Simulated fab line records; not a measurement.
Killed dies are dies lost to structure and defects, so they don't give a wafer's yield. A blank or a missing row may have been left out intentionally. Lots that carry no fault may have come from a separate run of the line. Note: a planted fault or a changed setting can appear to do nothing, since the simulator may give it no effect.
Lot-split experiment | flow n5Finfet | 21 wafers read from 7 lots, route of 1938 steps

## SPLIT DETAILS
At N5_SD_EPI_N_ETCH_45 (etches SiOCN in CH3F/O2, target depth 6 nm), the setting targetDepthA was moved away from the recipe's 60 angstrom on 11 of the 21 wafers read, by -9.3% to +6.9%. For the rest of the wafers, this setting stayed at what the recipe calls for.

Reading taken at the split's own step.

## THE READING
etch.depthNm (the simulator's own value, which no gauge read), in nm, at N5_SD_EPI_N_ETCH_45 (etches SiOCN in CH3F/O2, target depth 6 nm). There is no usual value for it anywhere in the file. Average 6.060 nm, standard deviation 0.12 nm, over the 10 wafers here run with the recipe.

wafer  | tool, chamber at the split | targetDepthA as run, angstrom | against the recipe | etch.depthNm, nm | against lot-mates on the recipe
L076.2 | rieDiel-01, 2              | 63.71                         | +6.2%              | 6.411            | +0.296
L076.4 | rieDiel-01, 0              | 63.71                         | +6.2%              | 6.387            | +0.272
L076.5 | rieDiel-01, 3              | 60                            | recipe             | 6.115            | -
L082.1 | rieDiel-04, 2              | 60                            | recipe             | 5.855            | -
L082.2 | rieDiel-04, 3              | 60                            | recipe             | 6.045            | -
L082.3 | rieDiel-04, 1              | 60                            | recipe             | 5.924            | -
L086.2 | rieDiel-02, 2              | 57.58                         | -4.0%              | 5.702            | no lot-mate on the recipe
L086.5 | rieDiel-02, 3              | 57.58                         | -4.0%              | 5.676            | no lot-mate on the recipe
L086.6 | rieDiel-02, 2              | 57.58                         | -4.0%              | 5.604            | no lot-mate on the recipe
L087.2 | rieDiel-04, 0              | 60                            | recipe             | 6.245            | -
L087.3 | rieDiel-04, 3              | 60                            | recipe             | 6.055            | -
L087.6 | rieDiel-04, 3              | 60                            | recipe             | 6.073            | -
L088.4 | rieDiel-04, 2              | 60                            | recipe             | 6.163            | -
L088.5 | rieDiel-04, 1              | 54.41                         | -9.3%              | 5.401            | -0.762
L088.6 | rieDiel-04, 2              | 54.41                         | -9.3%              | 5.519            | -0.644
L089.1 | rieDiel-04, 2              | 56.67                         | -5.5%              | 5.683            | -0.491
L089.5 | rieDiel-04, 3              | 56.67                         | -5.5%              | 5.699            | -0.475
L089.6 | rieDiel-04, 0              | 60                            | recipe             | 6.174            | -
L091.3 | rieDiel-02, 2              | 60                            | recipe             | 5.955            | -
L091.4 | rieDiel-02, 1              | 64.14                         | +6.9%              | 6.409            | +0.454
L091.5 | rieDiel-02, 2              | 64.14                         | +6.9%              | 6.346            | +0.391

THE FIT
A straight line over all 21 wafers: etch.depthNm changes by +0.0615 nm for each +1% of targetDepthA; r = +0.94; the points scatter about the line by 0.11 nm.
The same after taking each lot's own level away (the mean of its wafers on the recipe; 18 wafers): +0.068 nm for each +1%; r = +0.98; scatter 0.077 nm.
That fit puts the effect of the largest move of targetDepthA on the reading at 0.63 nm.
Measured against the standard deviation above, the lots' own levels, which go from 5.9413 to 6.1740 nm, span 2.0 times it.
The two slopes are in agreement: the lot-to-lot level therefore moves the slope only a little.
Check: for one of the wafers moved furthest among these (-9.3%), held out of the fit, the line's prediction against its lot-mates is -0.642 nm. Against them it came out at -0.762 nm.

## OTHER SPLITS ON THESE WAFERS
Other splits were also applied to these wafers ahead of the reading. Each is held against what the fit with the lots' levels taken away leaves over:
other split on the same wafers | wafers away from the commonest value | r with etch.depthNm (lot level and that fit taken away)
N5_SD_EPI_N_EXPOSE_06 doseMj   | 11                                   | -0.23

## THE FILE'S OWN FIT
etch.depthNm changes by +0.0683 nm for each +1% of targetDepthA, r = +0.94.
